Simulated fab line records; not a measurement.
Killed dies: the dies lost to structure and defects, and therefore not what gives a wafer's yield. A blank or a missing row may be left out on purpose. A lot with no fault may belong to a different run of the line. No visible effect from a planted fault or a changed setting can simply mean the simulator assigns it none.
What tool caused it? | flow n5 finfet | 12 lots with 36 wafers sampled at 4 steps, on a route of 1938 steps

## WHAT THE GAUGES SHOWED, per wafer
N5_BEOL_M8_RS_MEAS_57: measures by four-point-probe.
lot  | measured     | on            | M8_RS (ohm/sq)
L074 | day 10 16:05 | film metro-02 | 0.274 0.285 0.281
L080 | day 11 10:35 | film metro-02 | 0.284 0.277 0.276
L077 | day 11 11:27 | film metro-02 | 0.280 0.277 0.282
L081 | day 12 15:31 | film metro-01 | 0.277 0.268 0.281
L083 | day 13 06:31 | film metro-02 | 0.275 0.274 0.281
L086 | day 14 08:19 | film metro-02 | 0.277 0.287 0.282
L088 | day 14 11:55 | film metro-02 | 0.293 0.304 0.301
L089 | day 14 22:43 | film metro-02 | 0.306 0.297 0.278
L091 | day 15 06:54 | film metro-02 | 0.280 0.269 0.274
L095 | day 15 15:34 | film metro-02 | 0.298 0.281 0.298
L092 | day 15 17:54 | film metro-01 | 0.262 0.295 0.268
L097 | day 17 16:05 | film metro-02 | 0.274 0.291 0.285

## TOOL THAT RAN EACH LOT (tool first, then ch and the chambers of the sampled wafers, then the start)
lot  | N5_BEOL_M8_ETCH_72                 | N5_BEOL_M8_DEGAS_44          | N5_BEOL_M8_CMP_52
L074 | rie diel-03 ch 1,2, day 10 10:35   | pvd sputter-01, day 10 13:41 | cmp-02 ch 0,2, day 10 15:40
L080 | rie diel-04 ch 0,2,3, day 11 05:38 | pvd sputter-01, day 11 06:50 | cmp-03 ch 2,3, day 11 10:12
L077 | rie diel-01 ch 1,2,3, day 11 06:02 | pvd sputter-01, day 11 09:45 | cmp-03 ch 0,1, day 11 10:59
L081 | rie diel-04 ch 1,3, day 12 11:25   | pvd sputter-03, day 12 12:22 | cmp-03 ch 0,1,3, day 12 15:10
L083 | rie diel-01 ch 0,2, day 12 23:52   | pvd sputter-01, day 13 01:04 | cmp-04 ch 0,1,2, day 13 06:10
L086 | rie diel-01 ch 0,1,3, day 14 05:03 | pvd sputter-01, day 14 06:00 | cmp-03 ch 1,2,3, day 14 07:53
L088 | rie diel-03 ch 0,3, day 14 08:06   | pvd sputter-03, day 14 09:25 | cmp-03 ch 0,1,2, day 14 11:32
L089 | rie diel-03 ch 0,2,3, day 14 19:25 | pvd sputter-01, day 14 20:44 | cmp-02 ch 0,1,3, day 14 22:20
L091 | rie diel-04 ch 0,3, day 15 02:53   | pvd sputter-03, day 15 03:54 | cmp-03 ch 1,2,3, day 15 06:31
L095 | rie diel-04 ch 2,3, day 15 11:49   | pvd sputter-02, day 15 13:49 | cmp-04 ch 0,1,3, day 15 15:11
L092 | rie diel-03 ch 0,1, day 15 13:22   | pvd sputter-02, day 15 14:17 | cmp-03 ch 0,1,3, day 15 17:35
L097 | rie diel-03 ch 2,3, day 17 11:27   | pvd sputter-03, day 17 12:31 | cmp-02 ch 0,1,3, day 17 15:44
- N5_BEOL_M8_ETCH_72: etches underlayer in N2/H2, target depth 6.5 nm, time 5.2 s.
- N5_BEOL_M8_DEGAS_44: time 60 s.
- N5_BEOL_M8_CMP_52: polishes, stops on SiCOH lowk, t overpolish 6.9 s, target thk 80 nm.

## THE ANSWER, worked out from the rows above alone
Rule: usual is defined by the lots themselves. Put in order of their means at a reading, lots are off if they are a third of the lots or fewer, leave a main group of 4 or more, and stand apart from it by a gap of 3 or more times the standard deviation of the main group's means; of several such gaps the widest counts. A main group is skipped when, at the precision printed for the reading in the tables above, its means are all equal. A lot without any number at a reading at which 4 lots or more have one is off too. The other lots that the step has rows for count as sound.
Across all readings shown, no lot is off: no conclusion can be drawn from this.

## WHAT THE SIMULATOR HAD PUT IN
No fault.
